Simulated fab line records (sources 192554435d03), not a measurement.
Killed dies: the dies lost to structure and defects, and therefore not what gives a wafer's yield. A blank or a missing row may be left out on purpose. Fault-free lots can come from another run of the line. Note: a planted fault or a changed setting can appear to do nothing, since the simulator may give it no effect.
Lot-split experiment    flow n5-finfet    21 wafers read from 7 lots, route of 1938 steps

ABOUT THE SPLIT
At N5_PMOS_HMC_CHANNEL_EPI_PEB_07 (peb time 60 s), the setting peb-temp-c was moved away from the recipe's 110 C on 6 of the 21 wafers read, by -3.2% to +2.7%. This setting was run at the recipe's value on the other wafers.

FROM THE SPLIT TO THE READING: what the file shows between them, 1 step
- N5_PMOS_HMC_CHANNEL_EPI_DEVELOP_08: develop time 30 s

THE READING
Shown in nm: cd-nm at N5_PMOS_HMC_CHANNEL_EPI_CD_MEAS_09, with target cd 237.4 nm. Fault-free wafers of this fab line usually give 236.8 nm, standard deviation 1.1 nm.

wafer   tool, chamber at the split  peb-temp-c as run, C  against the recipe  cd-nm, nm  against lot-mates on the recipe
L079.1  litho-track-04, 0           107.2                 -2.5%               226.4      -10.1
L079.3  litho-track-04, 0           110                   recipe              235.5      -
L079.6  litho-track-04, 0           110                   recipe              237.5      -
L080.1  litho-track-04, 0           110                   recipe              236.9      -
L080.2  litho-track-04, 0           110                   recipe              236.5      -
L080.4  litho-track-04, 0           110                   recipe              235.2      -
L082.3  litho-track-01, 0           106.5                 -3.2%               224.1      -11.5
L082.4  litho-track-01, 0           106.5                 -3.2%               224.1      -11.5
L082.5  litho-track-01, 0           110                   recipe              235.6      -
L083.2  litho-track-05, 0           110                   recipe              238.0      -
L083.3  litho-track-05, 0           110                   recipe              238.5      -
L083.6  litho-track-05, 0           110                   recipe              238.6      -
L090.3  litho-track-05, 0           110                   recipe              237.1      -
L090.5  litho-track-05, 0           110                   recipe              235.6      -
L090.6  litho-track-05, 0           110                   recipe              237.0      -
L092.1  litho-track-04, 0           110                   recipe              235.8      -
L092.5  litho-track-04, 0           110                   recipe              235.3      -
L092.6  litho-track-04, 0           113                   +2.7%               244.2      +8.6
L096.2  litho-track-04, 0           112                   +1.8%               241.9      +6.5
L096.3  litho-track-04, 0           110                   recipe              235.4      -
L096.6  litho-track-04, 0           112                   +1.8%               241.6      +6.2

FIT RESULTS
A straight line over all 21 wafers: cd-nm changes by +3.53 nm for each +1% of peb-temp-c; r = +0.97; the points scatter about the line by 1.2 nm.
The same after taking each lot's own level away (the mean of its wafers on the recipe; 21 wafers): +3.56 nm for each +1%; r = +0.99; scatter 0.62 nm.
According to that fit, moving peb-temp-c by its largest amount changes the reading by 11 nm.
The lots' own levels span 235.40 to 238.37 nm, that is 2.7 times the standard deviation above.
The two slopes agree, so the slope changes little with the lot-to-lot level.
Check: with one of the wafers moved furthest among these (-3.2%) left out of the fit, the line predicts -11.4 nm for it against its lot-mates. Against them it came out at -11.5 nm.

OTHER SPLITS APPLIED TO THESE WAFERS
Before the reading, these wafers also passed through other splits. Each is held against what the fit with the lots' levels taken away leaves over:
other split on the same wafers            wafers away from the commonest value  r with cd-nm (lot level and that fit taken away)
N5_ZERO_LAYER_ETCH_18 icp-w               5                                     +0.41
N5_WELL_APT_COAT_02 spin-rpm              6                                     +0.21
N5_PMOS_HMC_CHANNEL_EPI_COAT_31 spin-rpm  8                                     +0.26

THE WHOLE CHAIN: every reading that the file lists as answering this split, in the file's order
step                                what it does                             reading                                                                      change (the file's fit)               r (the file's)
N5_PMOS_HMC_CHANNEL_EPI_CD_MEAS_09  target cd 237.4 nm                       cd-nm                                                                        +3.56 nm for each +1% of the setting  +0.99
N5_PMOS_HMC_CHANNEL_EPI_DESCUM_14   chemistry O2, time 7.9 s                 PMOS_HMC_CHANNEL_EPI.cd-nm (the simulator's own value, which no gauge read)  +3.62 nm for each +1% of the setting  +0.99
N5_PMOS_HMC_CHANNEL_EPI_ETCH_38     etches SiO2 in CF4, target depth 1.5 nm  PMOS_HMC_CHANNEL_EPI.cd-nm (the simulator's own value, which no gauge read)  +3.67 nm for each +1% of the setting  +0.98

FILE'S OWN FIT
cd-nm changes by +3.56 nm for each +1% of peb-temp-c, r = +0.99.
